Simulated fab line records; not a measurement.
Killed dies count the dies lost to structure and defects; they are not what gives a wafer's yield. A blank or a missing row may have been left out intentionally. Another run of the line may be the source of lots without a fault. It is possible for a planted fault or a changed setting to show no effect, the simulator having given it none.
Comparing a struck lot with a sound one | flow n5 finfet | 40 out of 1938 route steps
Sound: these wafers, L882.1, L882.5, L882.6. The struck wafers were L889.2, L889.3, L889.5. The cause is named last.
Order at every step that has rows: each side's tool, ch and its chambers, its first start. Under that, the readings that differ: sound wafers | struck wafers | difference of the means | sigmas: that difference in standard deviations of wafers without a fault.
alike: words and numbers the same on both sides, and readings whose means are apart by under 2 such deviations; not compared: readings that were withheld, readings missing a value for some wafer, numbers with overlapping values and no deviation given by the record, and bounds like >300 which may hide the same value.
Wherever a step has rows on one side only, a row that says differs or no value, or a row with sigmas, the two part there. Non-overlapping numbers with no deviation appear without sigmas and do not part them. A reading that every wafer of one side lacks parts them only if that side has two wafers or more.

first, 12 steps without rows for these wafers: N5_HKMG_FIN_ETCH_54 (etches SiARC in CF4, target depth 45.5 nm, time 75.8 s); N5_HKMG_FIN_ETCH_55 (etches SOC in N2/H2, target depth 240 nm, time 300 s); N5_HKMG_FIN_STRIP_56 (strips in N2/H2); N5_HKMG_FIN_STRIP_57 (strips in CF4); N5_HKMG_FIN_ETCH_58 (etches SOC in N2/H2, target depth 215.8 nm, time 741 s); N5_HKMG_FIN_STRIP_93 (strips SOC in N2/H2, time 20 s); N5_HKMG_FIN_WET_ETCH_76 (etches Al2O3 in dNH4OH, stops on La2O3, target depth 2.25 nm, rinse time 30 s); N5_HKMG_FIN_STRIP_60 (strips in N2/H2, time 360 s); N5_HKMG_FIN_WET_ETCH_77 (etches La2O3 in dHCl, stops on HfO2, target depth 2 nm); N5_HKMG_FIN_WET_ETCH_78 (etches Al2O3 in dNH4OH, stops on La2O3, target depth 4.5 nm, rinse time 30 s); N5_HKMG_FIN_ALD_79 (deposits TiN, target thk 1.5 nm, pulse time 1 s, purge time 3 s); N5_HKMG_FIN_CVD_62 (deposits a-Si from Si2H6, target thk 3 nm, time 20.8 s).
N5_HKMG_FIN_RTA_80: time 2 s.
  struck on rtp anneal-02, day 7 16:06; sound on rtp anneal-01 ch 0, day 6 03:23
  reading    | sound | struck | difference                    | sigmas
  time s (s) | 2 2 2 | - - -  | no value on the struck wafers |
then, 25 steps without rows for these wafers: N5_HKMG_FIN_PRECLEAN_64 (cleans in dHF, time 30 s); N5_HKMG_FIN_WET_ETCH_65 (etches a-Si in TMAH, stops on TiN, time 49 s, target depth 3 nm); N5_HKMG_FIN_WET_ETCH_81 (etches TiN in SC1, stops on HfO2, time 57 s, target depth 6 nm); N5_HKMG_FIN_WET_ETCH_82 (etches La2O3 in dHCl, stops on HfO2, target depth 2 nm, rinse time 30 s); N5_HKMG_FIN_ALD_36 (deposits TiN, target thk 1 nm, pulse time 1 s, purge time 3 s); N5_HKMG_FIN_PWFM_ALD_03 (deposits TiN, target thk 2 nm, pulse time 1 s, purge time 3 s); N5_HKMG_FIN_COAT_29 (time 60 s, resist thk 300 nm); N5_HKMG_FIN_COAT_30 (time 60 s, resist thk 35 nm); N5_HKMG_FIN_COAT_06 (resist thk 90 nm); N5_HKMG_FIN_EBR_08; N5_HKMG_FIN_SOFTBAKE_07 (time 60 s); N5_HKMG_FIN_EXPOSE_09 (exposes mask NWFM); N5_HKMG_FIN_PEB_10 (peb time 60 s); N5_HKMG_FIN_DEVELOP_11 (develop time 30 s); N5_HKMG_FIN_DESCUM_17 (chemistry O2, time 7.9 s); N5_HKMG_FIN_ETCH_31 (etches SiARC in CF4, target depth 45.5 nm, time 75.8 s); N5_HKMG_FIN_ETCH_32 (etches SOC in N2/H2, target depth 240 nm, time 300 s); N5_HKMG_FIN_STRIP_33 (strips in N2/H2); N5_HKMG_FIN_STRIP_34 (strips in CF4); N5_HKMG_FIN_ETCH_35 (etches SOC in N2/H2, target depth 215.8 nm, time 243.4 s); N5_HKMG_FIN_STRIP_92 (strips SOC in N2/H2, time 20 s); N5_HKMG_FIN_WET_ETCH_18 (etches TiN in SC1, time 55 s, target depth 5.2 nm, rinse time 30 s); N5_HKMG_FIN_STRIP_19 (strips in N2/H2, time 360 s); N5_HKMG_FIN_ALD_91 (deposits TiN, target thk 1 nm, pulse time 1 s, purge time 3 s); N5_HKMG_FIN_COAT_85 (time 60 s, resist thk 300 nm).
-- here the record skips 4 days between the struck wafers' starts before and after, leaving off in module HKMG_FIN and picking up in module BEOL_M4 (first step shown: number 1111 of the route) --
N5_BEOL_M4_RC_MEAS_101:
  sound on prober-01 ch 0, day 9 19:44; struck on prober-02 ch 0, day 11 15:24
  reading             | sound                   | struck                     | difference | sigmas
  EOT_N               | 10.55 10.63 10.47       | 10.11 10.35 10.18          | -0.34      | -5
  EOT_P               | 10.48 10.43 10.30       | 10.15 10.24 10.23          | -0.20      | -2
  IGATE_N (nA/um)     | 0.0129 0.0117 0.0151    | 0.0292 0.0233 0.0271       | +0.0133    | +9
  IGATE_P (nA/um)     | 0.0039 0.0035 0.0046    | 0.0088 0.0070 0.0081       | +0.0040    | +8
  IOFF_P (nA/um)      | 0.178 0.172 0.176       | 31.890 28.896 27.081       | +29.114    | +99 or more
  IOFF_P_85C (nA/um)  | 3.2 3.1 3.2             | 244.2 223.5 213.9          | +224.0     | +99 or more
  IOFF_P_LIN (nA/um)  | 0.088 0.085 0.089       | 14.321 13.416 12.791       | +13.422    | +99 or more
  IOFF_P_LONG (nA/um) | 9.5e-05 9.7e-05 9.7e-05 | 0.012663 0.012569 0.012874 | +0.012606  | +99 or more
  ION_P (uA/um)       | 457 455 466             | 644 633 631                | +177       | +33
  RC_DENSE_N (ohm.um) | 19.1 19.3 18.6          | 16.9 17.3 17.1             | -1.9       | -5
  RC_N (ohm.um)       | 15.6 15.7 15.1          | 13.8 14.1 13.9             | -1.5       | -5
  RS_SD_N (ohm/sq)    | 28.4 28.4 28.5          | 25.1 25.2 25.2             | -3.3       | -9
  RS_SD_P (ohm/sq)    | 66.7 66.1 65.5          | 64.1 64.2 64.6             | -1.8       | -2
  SS_P (mV/dec)       | 73.8 72.8 72.9          | 74.5 74.3 73.8             | +1.0       | +2
  VT_N_LVT (mV)       | 98.7 97.4 97.7          | 248.6 253.2 252.8          | +153.6     | +64
  VT_P (mV)           | -254.8 -253.9 -252.3    | -114.1 -114.2 -115.3       | +139.1     | +50
  VT_P_LONG (mV)      | -278.2 -280.8 -278.3    | -138.8 -139.4 -138.2       | +140.3     | +48
  VT_P_LVT (mV)       | -102.0 -102.8 -102.0    | -110.4 -110.7 -113.5       | -9.3       | -4
  alike: DIBL_N, DIBL_P, IOFF_N, ION_N, SS_N, VT_N
-- record jumps: 4 days separate the struck wafers' starts on either side; left off in module BEOL_M4, taken up again in module PASSIVATION, whose first shown step is the route's number 1936 --
N5_PASSIVATION_PROBE_49:
  struck on prober-02, day 15 22:50; sound on prober-01, day 13 20:58
  reading                | sound          | struck            | difference | sigmas
  sort_bin_4_leakage (%) | 0 0 0          | 89.41 91.78 89.49 | +90.23     |
  sort n pass            | 1047 1082 1065 | 0 0 0             | -1065      | -59
  sort yield pct (%)     | 88.7 91.7 90.3 | 0 0 0             | -90        | -60
  alike: defect limited yield, killed_at_M0_to_M3, killed_at_M4_up, killed at contacts, killed at front end, killed at other, killed dies, killed open, killed short, sort_bin_5_function, sort_bin_6_memory

== WHERE THEY PART ==
Earliest at N5_HKMG_FIN_RTA_80; latest, in this record, at N5_PASSIVATION_PROBE_49.

WHY: what had been put in by the simulator
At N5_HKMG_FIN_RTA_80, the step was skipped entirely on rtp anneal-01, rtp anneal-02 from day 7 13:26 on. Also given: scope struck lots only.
